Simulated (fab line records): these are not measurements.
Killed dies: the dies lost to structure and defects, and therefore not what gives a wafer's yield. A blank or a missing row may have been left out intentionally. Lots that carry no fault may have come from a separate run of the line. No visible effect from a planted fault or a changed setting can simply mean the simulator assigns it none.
The tool behind it: which one? | flow nand harc | 14 lots with 42 wafers sampled at 4 steps, on a route of 1159 steps

## WHAT EACH GAUGE READ, for each wafer
NHARC_P_CONTACT_INSPECT_27.
lot  | measured     | on                | raw defect count
L577 | day 5 12:26  | defect inspect-02 | 208 174 218
L579 | day 5 21:50  | defect inspect-01 | 275 250 211
L581 | day 6 15:15  | defect inspect-01 | 208 331 222
L580 | day 6 15:47  | defect inspect-02 | 123 107 101
L582 | day 7 01:32  | defect inspect-01 | 330 217 604
L584 | day 7 06:37  | defect inspect-02 | 212 204 200
L583 | day 7 07:17  | defect inspect-02 | 291 260 232
L586 | day 7 23:01  | defect inspect-02 | 185 260 234
L585 | day 7 23:34  | defect inspect-01 | 283 478 234
L587 | day 8 05:17  | defect inspect-02 | 246 238 187
L589 | day 9 01:21  | defect inspect-01 | 468 372 262
L596 | day 10 09:12 | defect inspect-01 | 358 175 73
L597 | day 10 19:40 | defect inspect-01 | 249 360 240
L600 | day 11 04:12 | defect inspect-01 | 155 283 232

## EACH LOT AND THE TOOL THAT RAN IT (in order: tool; ch and the chambers of the sampled wafers; start)
lot  | NHARC_P_GATE_RTA_80              | NHARC_P_CONTACT_PVD_32       | NHARC_P_CONTACT_ALD_22
L577 | rtp anneal-01 ch 0, day 5 05:03  | pvd sputter-01, day 5 09:25  | ald metal-04 ch 1,2,3, day 5 09:33
L579 | rtp anneal-02 ch 0, day 5 15:31  | pvd sputter-02, day 5 19:49  | ald metal-02 ch 0,1,3, day 5 19:59
L581 | rtp anneal-01 ch 0, day 6 07:04  | pvd sputter-02, day 6 11:38  | ald metal-03 ch 0,1, day 6 11:45
L580 | rtp anneal-02 ch 0, day 6 07:45  | pvd sputter-01, day 6 12:02  | ald metal-02 ch 0,1,2, day 6 12:10
L582 | rtp anneal-02 ch 0, day 6 19:14  | pvd sputter-02, day 6 23:30  | ald metal-02 ch 0,1,3, day 6 23:39
L584 | rtp anneal-01 ch 0, day 7 01:06  | pvd sputter-02, day 7 05:16  | ald metal-04 ch 0,2,3, day 7 05:23
L583 | rtp anneal-02 ch 0, day 7 01:31  | pvd sputter-03, day 7 05:56  | ald metal-02 ch 1,2,3, day 7 06:04
L586 | rtp anneal-01 ch 0, day 7 14:44  | pvd sputter-02, day 7 19:00  | ald metal-03 ch 0,2,3, day 7 19:10
L585 | rtp anneal-02 ch 0, day 7 15:23  | pvd sputter-03, day 7 19:29  | ald metal-04 ch 1,2,3, day 7 19:36
L587 | rtp anneal-02 ch 0, day 7 23:56  | pvd sputter-01, day 8 03:55  | ald metal-04 ch 0,1, day 8 04:02
L589 | rtp anneal-02 ch 0, day 8 16:31  | pvd sputter-03, day 8 20:46  | ald metal-04 ch 0,1,3, day 8 20:52
L596 | rtp anneal-01 ch 0, day 10 03:40 | pvd sputter-01, day 10 07:51 | ald metal-04 ch 0,1,3, day 10 07:57
L597 | rtp anneal-02 ch 0, day 10 12:18 | pvd sputter-03, day 10 16:27 | ald metal-03 ch 0,1, day 10 16:34
L600 | rtp anneal-01 ch 0, day 10 20:07 | pvd sputter-03, day 11 00:21 | ald metal-04 ch 1,3, day 11 00:28
- NHARC_P_GATE_RTA_80: time 30 s.
- NHARC_P_CONTACT_PVD_32: deposits Ti, target thk 5 nm, time 17.7 s.
- NHARC_P_CONTACT_ALD_22: deposits TiN, target thk 3 nm, pulse time 1 s, ald cycles 150.

## AS READ BY THE TOOLS THEMSELVES (means over the sampled wafers that have a number; for cases with no such wafer, the mark the record gives instead)
NHARC_P_GATE_RTA_80.
lot  | tool          | wafer_temp_C_max
L577 | rtp anneal-01 | 301.7
L579 | rtp anneal-02 | 301.1
L581 | rtp anneal-01 | 301.6
L580 | rtp anneal-02 | 300.8
L582 | rtp anneal-02 | 300.9
L584 | rtp anneal-01 | 302.1
L583 | rtp anneal-02 | 300.8
L586 | rtp anneal-01 | 302.2
L585 | rtp anneal-02 | 301.0
L587 | rtp anneal-02 | 300.8
L589 | rtp anneal-02 | 301.0
L596 | rtp anneal-01 | 302.2
L597 | rtp anneal-02 | 300.7
L600 | rtp anneal-01 | 301.6

NHARC_P_CONTACT_PVD_32.
lot  | tool           | cathode dc power W (W) | chamber pressure pa (Pa) | substrate temp c (C) | throttle valve pct (%)
L577 | pvd sputter-01 | 4999.4                 | 5.002                    | 200.09               | 30.1
L579 | pvd sputter-02 | 5000.7                 | 5.005                    | 199.97               | 29.5
L581 | pvd sputter-02 | 4999.8                 | 5.022                    | 200.03               | 29.7
L580 | pvd sputter-01 | 4999.5                 | 5.012                    | 200.19               | 29.6
L582 | pvd sputter-02 | 4999.9                 | 4.996                    | 200.00               | 29.3
L584 | pvd sputter-02 | 4998.7                 | 5.010                    | 199.91               | 29.3
L583 | pvd sputter-03 | 4999.7                 | 5.004                    | 200.06               | 29.9
L586 | pvd sputter-02 | 4999.7                 | 5.012                    | 199.96               | 29.6
L585 | pvd sputter-03 | 4999.7                 | 4.997                    | 199.88               | 29.1
L587 | pvd sputter-01 | 5000.3                 | 5.007                    | 200.03               | 28.8
L589 | pvd sputter-03 | 4999.2                 | 5.007                    | 200.11               | 30.0
L596 | pvd sputter-01 | -                      | -                        | -                    | -
L597 | pvd sputter-03 | -                      | -                        | -                    | -
L600 | pvd sputter-03 | 5001.2                 | 5.006                    | 200.09               | 29.9

NHARC_P_CONTACT_ALD_22.
lot  | tool         | heater power w (W) | precursor pulse height rel
L577 | ald metal-04 | 1108               | 1.034
L579 | ald metal-02 | 1149               | 0.997
L581 | ald metal-03 | 1166               | 1.006
L580 | ald metal-02 | 1246               | 0.997
L582 | ald metal-02 | 1144               | 1.002
L584 | ald metal-04 | 1091               | 1.018
L583 | ald metal-02 | 1183               | 1.005
L586 | ald metal-03 | 997                | 0.997
L585 | ald metal-04 | 1107               | 0.997
L587 | ald metal-04 | 1039               | 0.991
L589 | ald metal-04 | 1047               | 0.985
L596 | ald metal-04 | 1061               | 1.003
L597 | ald metal-03 | 1187               | 0.992
L600 | ald metal-04 | 1046               | 0.991

## THE ANSWER, worked out from the rows above alone
Rule: usual is defined by the lots themselves. Put in order of their means at a reading, lots are off if they are a third of the lots or fewer, leave a main group of 4 or more, and stand apart from it by a gap of 3 or more times the standard deviation of the main group's means; of several such gaps the widest counts. A main group whose means are all the same, to the digits that the tables above print for the reading, isn't used. Also off: a lot with no number at a reading for which 4 or more lots have one. Any other lot the step has rows for is counted as sound. Order of review: gauges by route order, followed by the tools' own readings, for which a lot's mean as printed above is used. The first step at which some lot is off is used, and at that step the reading that is off furthest; a lot without a number counts as furthest.
Off: L596, L597, at NHARC_P_CONTACT_PVD_32 (cathode dc power W). Without a number there: L596, L597. Mean 4999.8 W and standard deviation 0.64 in the main group.
A tool fits if, at that step or a process step before it, it ran every lot that is off, and no sound lot after the first of them. Of those tried, none fits.

## WHAT THE SIMULATOR HAD PUT IN
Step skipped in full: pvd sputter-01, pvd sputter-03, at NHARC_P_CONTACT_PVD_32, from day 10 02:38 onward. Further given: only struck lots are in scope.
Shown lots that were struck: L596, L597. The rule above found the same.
